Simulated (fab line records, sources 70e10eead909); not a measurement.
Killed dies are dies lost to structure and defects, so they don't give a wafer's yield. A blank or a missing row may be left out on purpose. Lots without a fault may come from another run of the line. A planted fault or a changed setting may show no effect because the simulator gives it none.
One fault seen from 2 desks | flow nand_harc | each desk has only its own numbers; what lay behind them comes last

THE METROLOGY DESK
What the gauges read, lot by lot, whatever tool the lot ran on: means of the sampled wafers that have a number. A lot is out of limits, marked OUT, if its mean lies more than 4 standard deviations from the usual mean; the brackets give that distance.
Columns: A = overlay_x_nm at NHARC_A_M1_OVL_MEAS_10, usual -0.2 nm; B = overlay_y_nm at NHARC_A_M1_OVL_MEAS_10, usual 0.0 nm
lot  | first seen here | A    | B
L439 | day 23 07:47    | 2.6  | -0.7
L438 | day 23 08:13    | 0.4  | 0.0
L437 | day 23 09:32    | 0.7  | -0.4
L440 | day 23 23:07    | 0.5  | 1.1
L442 | day 25 10:40    | -0.8 | -1.2
L445 | day 25 16:47    | -1.3 | 1.1
L443 | day 25 19:40    | -1.5 | 0.4
L444 | day 26 23:51    | 0.4  | 0.6
L446 | day 27 01:26    | -0.3 | 0.1
L449 | day 28 01:04    | 0.3  | -0.5
L451 | day 28 20:14    | -0.2 | 0.5
L457 | day 31 03:10    | 0.1  | -0.1
L456 | day 31 05:22    | 0.8  | -0.8
L460 | day 32 20:20    | -0.4 | -1.2
This desk's finding: nothing out of limits on any of the 14 lots.

THE TOOL OWNER'S DESK: litho_track-04
The tool's own readings at NHARC_A_M1_SOFTBAKE_04 (time 55 s): means of the sampled wafers that have a number, for each lot that ran on this tool. A lot is out of limits, marked OUT, if its mean lies more than 4 standard deviations from the usual mean; the brackets give that distance.
Columns: A = heater_power_total_W at NHARC_A_M1_SOFTBAKE_04, usual 188.45 W; B = plate_temp_C at NHARC_A_M1_SOFTBAKE_04, usual 104.97 C; C = resist_line_temp_C at NHARC_A_M1_SOFTBAKE_04, usual 22.99 C
lot  | first seen here | A                | B                | C
L442 | day 25 10:00    | 188.30           | 104.95           | 23.06
L451 | day 28 19:00    | 188.47           | 104.88           | 23.01
L457 | day 31 02:00    | 177.41 (-79) OUT | 100.31 (-33) OUT | 23.06
L456 | day 31 04:00    | 177.48 (-78) OUT | 100.39 (-33) OUT | 22.95
This desk's finding: out of limits on L456, L457; first on L457, day 31 02:00 (heater_power_total_W at NHARC_A_M1_SOFTBAKE_04). In limits: L442, L451.

PUT TOGETHER
The tool owner's desk could have raised an alarm at day 31 02:00, on L456, L457.
The metrology desk saw nothing out of limits.
The metrology desk has L456, L457 on record, within its limits.
Of the lots named, all ran NHARC_A_M1_SOFTBAKE_04 on litho_track-04.

WHAT THE SIMULATOR HAD PUT IN
Process parameter drift: litho_track-04, from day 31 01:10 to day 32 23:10, at NHARC_A_M1_SOFTBAKE_04. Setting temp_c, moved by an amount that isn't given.
Lots struck among those shown: L456, L457.
Hours from the fault's start to each desk's first reading out of limits: the tool owner's desk, 1.
